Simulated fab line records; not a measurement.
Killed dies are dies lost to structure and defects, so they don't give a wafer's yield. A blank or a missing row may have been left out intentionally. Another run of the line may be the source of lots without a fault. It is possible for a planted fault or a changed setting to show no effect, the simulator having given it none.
Which of the tools did it? ; flow n5 finfet ; Sampling: 24 lots, 72 wafers, 4 of 1938 route steps

WHAT THE GAUGES READ, wafer by wafer
N5_BEOL_M11_INSPECT_13: inspects for defects (brightfield).
lot;measured;on;raw defect count
L074;day 10 09:18;defect inspect-02;290 243 334
L075;day 10 15:51;defect inspect-02;432 378 360
L076;day 11 03:07;defect inspect-01;640 488 423
L077;day 11 03:16;defect inspect-02;456 333 392
L078;day 11 03:47;defect inspect-02;494 343 296
L079;day 12 00:32;defect inspect-01;302 395 357
L080;day 12 08:19;defect inspect-01;356 509 604
L081;day 12 13:29;defect inspect-01;310 587 431
L083;day 12 17:16;defect inspect-01;574 504 506
L082;day 13 12:17;defect inspect-01;434 332 341
L085;day 13 22:01;defect inspect-01;401 657 355
L089;day 14 05:07;defect inspect-01;497 435 288
L086;day 14 05:28;defect inspect-02;364 312 283
L088;day 14 05:18;defect inspect-02;335 349 321
L087;day 14 05:29;defect inspect-02;561 316 317
L084;day 14 05:40;defect inspect-01;554 454 521
L090;day 14 05:42;defect inspect-02;245 273 399
L092;day 15 11:52;defect inspect-01;536 399 336
L091;day 15 12:05;defect inspect-01;437 379 479
L093;day 15 18:43;defect inspect-01;346 437 405
L094;day 16 12:31;defect inspect-02;300 357 304
L095;day 16 12:45;defect inspect-01;600 586 508
L096;day 16 18:53;defect inspect-01;325 383 239
L097;day 16 20:26;defect inspect-02;521 360 252

EACH LOT AND THE TOOL THAT RAN IT (in order: tool; ch and the chambers of the sampled wafers; start)
lot;N5_BEOL_M10_DESCUM_33;N5_BEOL_M10_VIA_ETCH_34;N5_BEOL_M10_SURFACE_TREAT_76
L074;rie diel-01 ch 0,1, day 10 03:02;rie diel-01 ch 0,1, day 10 03:14;pvd sputter-03, day 10 04:51
L075;rie diel-01 ch 0,1,2, day 10 11:08;rie diel-01 ch 0,1,2, day 10 11:20;pvd sputter-01, day 10 12:41
L076;rie diel-05 ch 1,2, day 10 19:53;rie diel-05 ch 1,2, day 10 20:06;pvd sputter-02, day 10 23:02
L077;rie diel-03 ch 2,3, day 10 20:32;rie diel-03 ch 2,3, day 10 20:44;pvd sputter-01, day 10 23:35
L078;rie diel-05 ch 0,3, day 10 22:44;rie diel-05 ch 0,3, day 10 22:56;pvd sputter-03, day 11 00:28
L079;rie diel-01 ch 0,2,3, day 11 16:59;rie diel-01 ch 0,2,3, day 11 17:12;pvd sputter-01, day 11 18:52
L080;rie diel-03 ch 0,2, day 11 23:12;rie diel-03 ch 0,2, day 11 23:25;pvd sputter-02, day 12 00:53
L081;rie diel-03 ch 1,2,3, day 12 08:11;rie diel-03 ch 1,2,3, day 12 08:23;pvd sputter-01, day 12 09:52
L083;rie diel-03 ch 0,1,2, day 12 12:17;rie diel-03 ch 0,1,2, day 12 12:30;pvd sputter-03, day 12 14:15
L082;rie diel-03 ch 1,3, day 13 07:02;rie diel-03 ch 1,3, day 13 07:14;pvd sputter-02, day 13 09:30
L085;rie diel-03 ch 1,2,3, day 13 15:04;rie diel-03 ch 1,2,3, day 13 15:17;pvd sputter-02, day 13 18:21
L089;rie diel-01 ch 0,2, day 13 21:14;rie diel-01 ch 0,2, day 13 21:27;pvd sputter-02, day 13 22:52
L086;rie diel-05 ch 0,1,2, day 13 21:20;rie diel-05 ch 0,1,2, day 13 21:33;pvd sputter-02, day 13 23:34
L088;rie diel-03 ch 0,1,2, day 13 21:32;rie diel-03 ch 0,1,2, day 13 21:45;pvd sputter-02, day 13 23:09
L087;rie diel-05 ch 0,2,3, day 13 21:53;rie diel-05 ch 0,2,3, day 13 22:06;pvd sputter-02, day 13 23:36
L084;rie diel-05 ch 0,1,3, day 13 22:22;rie diel-05 ch 0,1,3, day 13 22:34;pvd sputter-02, day 14 01:37
L090;rie diel-01 ch 0,1,3, day 14 00:41;rie diel-01 ch 0,1,3, day 14 00:54;pvd sputter-03, day 14 02:08
L092;rie diel-03 ch 0,1,2, day 15 06:45;rie diel-03 ch 0,1,2, day 15 06:58;pvd sputter-03, day 15 08:26
L091;rie diel-01 ch 0,2,3, day 15 07:00;rie diel-01 ch 0,2,3, day 15 07:12;pvd sputter-03, day 15 08:42
L093;rie diel-03 ch 0,1,2, day 15 13:28;rie diel-03 ch 0,1,2, day 15 13:41;pvd sputter-03, day 15 15:54
L094;rie diel-05 ch 0,1,2, day 16 05:20;rie diel-05 ch 0,1,2, day 16 05:32;pvd sputter-01, day 16 07:14
L095;rie diel-05 ch 0,1,3, day 16 05:52;rie diel-05 ch 0,1,3, day 16 06:04;pvd sputter-01, day 16 07:58
L096;rie diel-03 ch 1,3, day 16 12:38;rie diel-03 ch 1,3, day 16 12:50;pvd sputter-02, day 16 14:38
L097;rie diel-01 ch 1,2,3, day 16 15:19;rie diel-01 ch 1,2,3, day 16 15:31;pvd sputter-02, day 16 17:55
- N5_BEOL_M10_DESCUM_33: chemistry O2, time 7.9 s.
- N5_BEOL_M10_VIA_ETCH_34: etches SiCOH lowk in C4F6/O2, target depth 184.5 nm, time 69.2 s.
- N5_BEOL_M10_SURFACE_TREAT_76

WHAT THE TOOLS THEMSELVES READ (means of the sampled wafers that have a number; where no wafer has one, the mark that the record gives instead)
N5_BEOL_M10_DESCUM_33.
lot;tool;drypump motor current A (A);oes product au (a.u.);rf vpp V (V);showerhead plenum p Torr (Torr);throttle valve pct (%)
L074;rie diel-01;5.5;0.83;243.5;2.14;20.60
L075;rie diel-01;5.6;0.84;244.2;2.19;20.68
L076;rie diel-05;5.7;0.69;242.8;2.05;20.71
L077;rie diel-03;5.6;0.81;245.3;2.21;20.36
L078;rie diel-05;5.2;0.85;243.4;2.11;20.14
L079;rie diel-01;5.8;0.85;243.8;2.17;20.51
L080;rie diel-03;5.7;0.75;242.4;2.05;20.67
L081;rie diel-03;5.5;0.83;244.9;2.20;20.27
L083;rie diel-03;5.5;0.81;243.1;2.13;20.43
L082;rie diel-03;5.3;0.80;244.1;2.19;20.37
L085;rie diel-03;5.5;0.81;245.4;2.20;20.31
L089;rie diel-01;5.8;0.86;243.8;2.17;20.58
L086;rie diel-05;5.3;0.86;242.9;2.07;20.48
L088;rie diel-03;5.5;0.79;242.9;2.12;20.46
L087;rie diel-05;5.6;0.90;242.2;2.08;20.24
L084;rie diel-05;5.5;0.81;243.0;2.07;20.36
L090;rie diel-01;5.5;0.83;244.0;2.12;20.43
L092;rie diel-03;5.5;0.78;243.8;2.12;20.48
L091;rie diel-01;5.7;0.80;244.1;2.16;20.55
L093;rie diel-03;5.5;0.78;243.9;2.12;20.48
L094;rie diel-05;5.3;0.83;243.1;2.07;20.49
L095;rie diel-05;5.5;0.79;242.4;2.07;20.37
L096;rie diel-03;5.1;0.80;244.7;2.19;20.32
L097;rie diel-01;5.5;0.80;244.0;2.16;20.54

N5_BEOL_M10_VIA_ETCH_34.
lot;tool;drypump motor current A (A);oes product au (a.u.);rf vpp V (V);showerhead plenum p Torr (Torr);throttle valve pct (%)
L074;rie diel-01;5.5;0.83;650;2.92;21.12
L075;rie diel-01;5.6;0.84;649;2.96;21.11
L076;rie diel-05;5.6;0.70;659;2.75;20.94
L077;rie diel-03;5.7;0.81;691;3.00;20.85
L078;rie diel-05;5.2;0.85;661;2.88;20.69
L079;rie diel-01;5.8;0.84;662;2.94;20.92
L080;rie diel-03;5.7;0.76;668;2.82;21.24
L081;rie diel-03;5.5;0.83;684;3.01;20.86
L083;rie diel-03;5.5;0.81;675;2.92;21.05
L082;rie diel-03;5.3;0.80;687;2.99;20.93
L085;rie diel-03;5.5;0.81;684;3.00;20.89
L089;rie diel-01;5.8;0.85;657;2.95;21.06
L086;rie diel-05;5.4;0.87;662;2.79;20.78
L088;rie diel-03;5.5;0.79;674;2.91;21.06
L087;rie diel-05;5.6;0.89;658;2.82;20.69
L084;rie diel-05;5.5;0.81;679;2.81;20.78
L090;rie diel-01;5.5;0.84;654;2.89;20.91
L092;rie diel-03;5.5;0.77;674;2.90;21.09
L091;rie diel-01;5.8;0.80;661;2.92;20.96
L093;rie diel-03;5.5;0.77;673;2.90;21.09
L094;rie diel-05;5.3;0.83;663;2.78;20.83
L095;rie diel-05;5.5;0.79;679;2.80;20.80
L096;rie diel-03;5.1;0.79;682;2.99;20.95
L097;rie diel-01;5.5;0.81;655;2.91;20.94

THE ANSWER, worked out from the rows above alone
Rule: the usual values come from the lots themselves. Put in order of their means at a reading, lots are off if they are a third of the lots or fewer, leave a main group of 4 or more, and stand apart from it by a gap of 3 or more times the standard deviation of the main group's means; of several such gaps the widest counts. A main group whose means are all the same, to the digits that the tables above print for the reading, isn't used. A lot without any number at a reading at which 4 lots or more have one is off too. Where the step has rows for the other lots, those lots are counted as sound. The gauges are gone through in route order, then the tools' own readings, and for those a lot's mean is taken as printed above. The first step at which some lot is off is used, and at that step the reading that is off furthest; a lot without a number counts as furthest.
None of the lots is off at any reading shown; this tells nothing.

WHAT WAS PUT IN BY THE SIMULATOR
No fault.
